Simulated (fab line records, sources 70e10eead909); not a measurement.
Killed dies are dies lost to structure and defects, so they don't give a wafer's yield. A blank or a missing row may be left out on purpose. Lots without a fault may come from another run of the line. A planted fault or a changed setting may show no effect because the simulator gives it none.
fab line records | flow nand_harc
record lots=6 wafers=18 last_day=32
route steps=1302 shown A_SLIT@945 A_SIN_REMOVE@947 A_WL_FILL@952 END@1302
lots that met no fault: from a run of the same line without faults
start_h: hours from the record's first day to the start of the lot's first wafer shown | wait_h: hours since the lot's step before | " the same as in the row above | L1.1+2: a row that stands for several wafers | - no value, or no start given | * or withheld: withheld | < > ~ a bound
route shown NAME@n: a module of which the file shows steps, and the number in the route of the first | usual: mean/standard deviation of fault-free wafers | same: alike in all rows | chamber/n: place in a boat | sites: the reading at each site | _std_site: their standard deviation | _edge_site: outer sites' mean less inner sites' | radius_mm: how far each site lies from the wafer's centre | mask NAME#n: copy n | behind: the tool/chamber that last shaped the wafer | hold: why the lot was held/for how many hours/how that ended | device: the transistor (n, p or np) that didn't switch | end of line: the same wafers' tests at the end of the route | a step without rows: its recipe alone | killed: dies lost to structure and defects at the first sort, not the wafer's yield | map: a wafer's dies, x killed, . not, _ none there
set.NAME: the setting as run; set.NAME@STEP: as run at that earlier step | model.NAME: the simulator's own value behind a step, which no gauge read
lots at some steps of the route; a table a step, a row a wafer
services: from which hour (start_h, from the record's first day; less than 0 if before it) a tool's chamber was out of use, for how many hours, and why
## steps
# step NHARC_A_SLIT_SRD_20
# step NHARC_A_SLIT_CD_MEAS_21
# usual cd_nm=289.5/1
# columns lot.wafer tool chamber start_h wait_h cd_nm
L765.2 cd_sem-02 - 492.99 - 288.4
L765.4 " - " " 289.1
L765.6 " - " " 289.6
L769.2 cd_sem-02 - 529.09 - 289.6
L769.5 " - " " 290.0
L769.6 " - " " 289.8
L771.1 cd_sem-03 - 575.06 - 290.5
L771.2 " - " " 289.6
L771.6 " - " " 290.1
L776.1 cd_sem-01 - 596.53 - 290.5
L776.2 " - " " 291.2
L776.5 " - " " 289.7
L780.1 cd_sem-03 - 649.68 - 290.4
L780.3 " - " " 290.7
L780.6 " - " " 290.1
L781.1 cd_sem-02 - 659.81 - 289.4
L781.3 " - " " 289.7
L781.6 " - " " 288.8
# step NHARC_A_SIN_REMOVE_WET_00
# recipe temp_c=160 time_s=15300 chemistry=H3PO4
# step NHARC_A_SIN_REMOVE_PRECLEAN_01
# recipe time_s=* temp_c=50 bath_age_min=0 chemistry=SC1
# step NHARC_A_SIN_REMOVE_SRD_02
# step NHARC_A_SIN_REMOVE_INSPECT_04
# usual raw_defect_count=390/110
# columns lot.wafer tool chamber start_h wait_h raw_defect_count
L765.2 defect_inspect-01 - 499.54 0.0 504
L765.4 " - " " 431
L765.6 " - " " 465
L769.2 defect_inspect-01 - 535.75 0.0 389
L769.5 " - " " 548
L769.6 " - " " 545
L771.1 defect_inspect-01 - 581.74 0.0 328
L771.2 " - " " 470
L771.6 " - " " 471
L776.1 defect_inspect-01 - 604.10 0.0 383
L776.2 " - " " 414
L776.5 " - " " 381
L780.1 defect_inspect-02 - 656.39 0.0 403
L780.3 " - " " 361
L780.6 " - " " 315
L781.1 defect_inspect-01 - 666.43 0.0 280
L781.3 " - " " 372
L781.6 " - " " 219
# step NHARC_A_WL_FILL_ALD_00
# recipe target_thk_a=30 pulse_time_s=3 ald_cycles=30 temp_c=300 material=Al2O3
# usual heater_power_w=452/59 precursor_pulse_height_rel=0.998/0.021
# columns lot.wafer tool chamber start_h wait_h heater_power_w precursor_pulse_height_rel
L765.2 ald_hk-03 2 499.66 0.1 473 0.979
L765.4 " 3 " " 372 1.008
L765.6 " 0 " " 498 1.042
L769.2 ald_hk-04 3 535.84 0.1 509 1.024
L769.5 " 2 " " 385 0.996
L769.6 " 3 " " 520 1.008
L771.2 ald_hk-04 3 582.00 0.3 495 1.020
L771.1 " 1 " " 418 0.993
L771.6 " 3 " " 518 0.987
L776.1 ald_hk-03 3 604.17 0.1 383 0.992
L776.2 " 0 " " 547 0.968
L776.5 " 0 " " 532 1.009
L780.3 ald_hk-03 1 656.45 0.1 539 0.984
L780.1 " 3 " " 380 0.997
L780.6 " 1 " " 528 0.996
L781.3 ald_hk-02 0 666.52 0.1 442 0.989
L781.1 " 2 " " 430 0.982
L781.6 " 0 " " 456 0.981
# step NHARC_A_WL_FILL_RTA_01
# recipe temp_c=1000 time_s=5
# usual anneal_temp_c_max=1006.8/1.4 lamp_power_pct=32.3/1.5 lamp_zone_4_pct=32.3/1.5 wafer_temp_C_max=1005.9/1.7
# columns lot.wafer tool chamber start_h wait_h anneal_temp_c_max lamp_power_pct lamp_zone_4_pct wafer_temp_C_max
L765.2 rtp_anneal-01 0 499.89 - 1006.3 33.7 33.7 1004.8
L765.4 " 0 " " 1006.0 33.8 33.7 1006.9
L765.6 " 0 " " 1005.2 33.8 33.8 1004.0
L769.2 rtp_anneal-02 0 536.11 - 1008.5 30.7 30.7 1006.7
L769.5 " 0 " " 1008.0 30.7 30.7 1006.4
L769.6 " 0 " " 1005.9 30.7 30.7 1006.9
L771.1 rtp_anneal-01 0 582.24 - 1007.2 33.7 33.7 1004.2
L771.2 " 0 " " 1005.7 33.7 33.7 1005.8
L771.6 " 0 " " 1006.9 33.7 33.8 1005.2
L776.1 rtp_anneal-01 0 604.43 - 1007.7 33.7 33.7 1006.4
L776.2 " 0 " " 1006.0 33.7 33.8 1007.5
L776.5 " 0 " " 1006.4 33.8 33.7 1004.6
L780.1 rtp_anneal-02 0 656.71 - 1006.2 30.7 30.6 1006.9
L780.3 " 0 " " 1006.6 30.7 30.7 1005.0
L780.6 " 0 " " 1007.7 30.6 30.7 1006.4
L781.1 rtp_anneal-01 0 666.76 - 1005.8 33.8 33.8 1004.9
L781.3 " 0 " " 1005.9 33.8 33.7 1005.9
L781.6 " 0 " " 1004.7 33.8 33.8 1004.5
# step NHARC_A_WL_FILL_ALD_02
# recipe target_thk_a=20 pulse_time_s=3 ald_cycles=100 temp_c=450 material=TiN
# usual heater_power_w=1095/120 precursor_pulse_height_rel=1.001/0.019
# columns lot.wafer tool chamber start_h wait_h heater_power_w precursor_pulse_height_rel
L765.2 ald_metal-02 3 500.15 0.2 1218 0.988
L765.4 " 0 " " 1157 0.989
L765.6 " 2 " " 1138 0.994
L769.2 ald_metal-01 1 536.30 0.2 998 0.973
L769.5 " 1 " " 1011 1.004
L769.6 " 2 " " 940 0.981
L771.2 ald_metal-01 3 582.49 0.2 1129 1.019
L771.1 " 1 " " 1022 0.992
L771.6 " 3 " " 1111 1.027
L776.2 ald_metal-02 3 604.72 0.2 1199 0.980
L776.1 " 0 " " 1131 1.016
L776.5 " 1 " " 1104 1.009
L780.1 ald_metal-01 2 656.97 0.2 930 1.000
L780.3 " 3 " " 1117 1.002
L780.6 " 2 " " 917 1.004
L781.3 ald_metal-02 0 667.01 0.2 1129 1.033
L781.1 " 1 " " 1026 1.013
L781.6 " 3 " " 1186 0.960
# step NHARC_A_WL_FILL_CVD_03
# recipe target_thk_a=400 temp_c=300 pressure_torr=40 wf6_flow_sccm=40 h2_flow_sccm=1600 ar_flow_sccm=1560 time_s=279 material=W
# usual heater_power_w=514/37 throttle_valve_pct=7.8/0.31
# columns lot.wafer tool chamber start_h wait_h heater_power_w throttle_valve_pct
L765.2 cvd_w-02 0 500.57 0.1 487 8.1
L765.4 " 1 " " 561 7.3
L765.6 " 0 " " 491 7.9
L769.2 cvd_w-02 0 536.79 0.1 484 8.0
L769.5 " 1 " " 570 7.7
L769.6 " 0 " " 500 8.3
L771.2 cvd_w-01 1 583.03 0.2 474 8.1
L771.1 " 0 " " 522 7.3
L771.6 " 1 " " 471 7.9
L776.2 cvd_w-01 0 605.08 0.1 541 7.4
L776.1 " 1 " " 496 8.1
L776.5 " 1 " " 472 8.1
L780.1 cvd_w-01 1 657.37 0.1 498 8.0
L780.3 " 0 " " 534 7.2
L780.6 " 0 " " 529 7.8
L781.1 cvd_w-01 0 667.46 0.1 533 7.7
L781.3 " 0 " " 535 7.7
L781.6 " 0 " " 517 7.4
# step NHARC_A_WL_FILL_ETCHBACK_04
# recipe target_depth_a=600 time_s=120 chemistry=NF3
# usual drypump_motor_current_A=5.62/0.13 oes_product_au=1.001/0.01 run_length_s=141.2/0.49
# columns lot.wafer tool chamber start_h wait_h drypump_motor_current_A oes_product_au rf_hours_counter_h run_length_s
L765.2 rie_metal-01 0 500.92 0.3 5.59 1.010 1.5 141.1
L765.4 " 1 " " 5.45 1.019 - 141.8
L765.6 " 1 " " 5.44 1.019 - 141.4
L769.2 rie_metal-03 0 537.14 0.3 5.53 1.001 0.0 140.5
L769.6 " 1 " " 5.75 0.999 - 141.6
L769.5 " 0 " " 5.52 0.990 - 140.4
L771.2 rie_metal-02 0 583.40 0.3 5.52 1.002 2.2 140.8
L771.1 " 1 " " 5.78 1.000 2.2 141.2
L771.6 " 0 " " 5.54 1.014 - 140.9
L776.1 rie_metal-01 0 605.46 0.3 5.63 0.984 0.5 141.3
L776.2 " 1 " " 5.40 1.010 0.5 141.3
L776.5 " 1 " " 5.42 1.007 - 141.4
L780.1 rie_metal-03 1 657.77 0.4 5.75 0.989 2.3 132.0
L780.3 " 1 " " 5.77 0.990 - 141.7
L780.6 " 0 " " 5.56 1.005 - 140.9
L781.1 rie_metal-03 0 667.81 0.3 5.55 0.995 2.8 130.5
L781.3 " 0 " " 5.56 0.997 - 140.7
L781.6 " 1 " " 5.80 0.981 - 141.9
# step NHARC_A_WL_FILL_ETCHBACK_05
# recipe target_depth_a=220 time_s=60 temp_c=40 chemistry=Cl2/BCl3
# usual drypump_motor_current_A=5.62/0.13 oes_product_au=1.001/0.0099 run_length_s=81.2/0.48
# columns lot.wafer tool chamber start_h wait_h drypump_motor_current_A oes_product_au rf_hours_counter_h run_length_s
L765.2 rie_metal-01 1 501.14 0.2 5.42 1.013 1.7 81.4
L765.4 " 1 " " 5.43 1.019 - 81.3
L765.6 " 0 " " 5.57 1.009 - 81.3
L769.2 rie_metal-03 1 537.35 0.2 5.74 1.000 0.1 81.9
L769.6 " 1 " " 5.74 0.992 - 81.8
L769.5 " 0 " " 5.59 1.007 - 80.9
L771.2 rie_metal-02 1 583.64 0.2 5.78 1.008 2.4 81.3
L771.1 " 0 " " 5.51 1.011 2.4 80.6
L771.6 " 0 " " 5.54 0.991 - 81.1
L776.1 rie_metal-01 0 605.70 0.2 5.59 0.999 0.7 81.3
L776.2 " 1 " " 5.45 1.012 0.7 81.5
L776.5 " 1 " " 5.45 1.016 - 81.3
L780.1 rie_metal-03 1 657.99 0.2 5.78 0.988 2.4 82.2
L780.3 " 0 " " 5.52 1.008 - 80.6
L780.6 " 0 " " 5.54 1.013 - 80.9
L781.1 rie_metal-03 0 668.02 0.2 5.52 1.002 3.0 80.8
L781.3 " 0 " " 5.54 1.010 - 80.5
L781.6 " 0 " " 5.53 0.996 - 80.5
# step NHARC_END_SORT_01
# recipe temp_c=25
# usual killed_at_array=51/17 killed_at_other=1.0/1.2 killed_at_periphery=3.4/2.5 killed_dies=56/17 killed_open=3.3/2.1 killed_short=2.6/1.6
# same gross_dies=677
# columns lot.wafer tool chamber start_h wait_h killed_at_array killed_at_other killed_at_periphery killed_dies killed_open killed_short
L776.1 prober-01 0 707.08 2.5 76 1 11 88 7 5
L776.2 prober-01 0 707.88 2.8 55 0 9 64 2 3
L776.5 prober-01 0 710.29 3.7 55 0 7 62 3 4
# killed by level:class
L776.1 A_CHANNEL_HOLE_D1:chamber_film_flake=36 A_SLIT:chamber_film_flake=27 P_CONTACT:chamber_film_flake=8 P_M2:chamber_film_flake=3 A_DECK1_JOINT:geometric_particle:short=2 A_ONON_D1:geometric_particle:short=1 A_ONON_D1:geometric_particle:open=1 A_DECK1_JOINT:geometric_particle:open=1
L776.2 A_SLIT:chamber_film_flake=32 A_CHANNEL_HOLE_D1:chamber_film_flake=11 P_CONTACT:chamber_film_flake=4 P_M2:chamber_film_flake=4 A_STAIRCASE:chamber_film_flake=3 A_BLC:chamber_film_flake=2 P_M0:geometric_particle:short=1 A_ONON_D1:geometric_particle:open=1
L776.5 A_SLIT:chamber_film_flake=34 A_CHANNEL_HOLE_D1:chamber_film_flake=10 P_M2:chamber_film_flake=4 A_ZERO_WELL:chamber_film_flake=3 A_ONON_D1:geometric_particle:short=2 P_GATE:geometric_particle:open=1 A_CHANNEL_FILL_D1:geometric_particle:short=1 A_CHANNEL_FILL_D1:geometric_particle:open=1
## services
# columns tool chamber start_h hours kind
cvd_w-01 - 496.21 1.1 repair
ald_metal-02 - 496.52 0.7 repair
rie_metal-03 - 516.62 1.1 repair
rie_metal-03 - 519.09 9.0 pm
ald_metal-01 - 526.00 10.0 pm
ald_metal-02 0 527.62 6.6 repair
rie_metal-03 1 546.10 2.3 repair
cvd_w-01 - 547.00 13.0 pm
cvd_w-02 - 553.70 0.9 repair
cvd_w-02 0 573.87 1.4 repair
rie_metal-01 - 575.00 9.0 pm
ald_hk-03 - 575.94 10.0 pm
ald_metal-02 - 586.59 1.0 repair
rie_metal-02 0 590.83 4.5 repair
cvd_w-01 1 595.96 1.3 repair
ald_metal-02 0 608.48 22.9 repair
ald_metal-02 - 610.00 10.0 pm
ald_metal-02 2 622.19 5.8 repair
cvd_w-01 1 628.46 11.8 repair
rie_metal-02 - 631.00 9.0 pm
cvd_w-02 - 631.05 13.0 pm
cvd_w-02 0 654.58 1.2 repair
ald_hk-03 - 654.73 0.5 repair
rie_metal-01 - 664.85 5.0 repair
## key
first_sign step=NHARC_A_WL_FILL_ETCHBACK_04 reading=run_length_s direction=down sigmas=21 usual=* struck=*
effect none on later readings
met_at NHARC_A_WL_FILL_ETCHBACK_04
struck_wafers L780.1,L781.1
tester_left_out L780,L781
onset_between 537.14 657.77
fault kind=process_parameter_drift tool=rie_metal-03 chamber=- onset_h=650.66 steps=NHARC_A_WL_FILL_ETCHBACK_04 channel=time_s offset=* shape=step end_h=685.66 scope=struck_wafers_only acts_in=* stated=*
# tester_left_out: of these lots the tester's yield and bins aren't shown, on N5 and GAA mostly nor the transistor test; their killed dies are dies lost to structure and defects alone, not to doping, threshold or leakage, so they don't give the yield
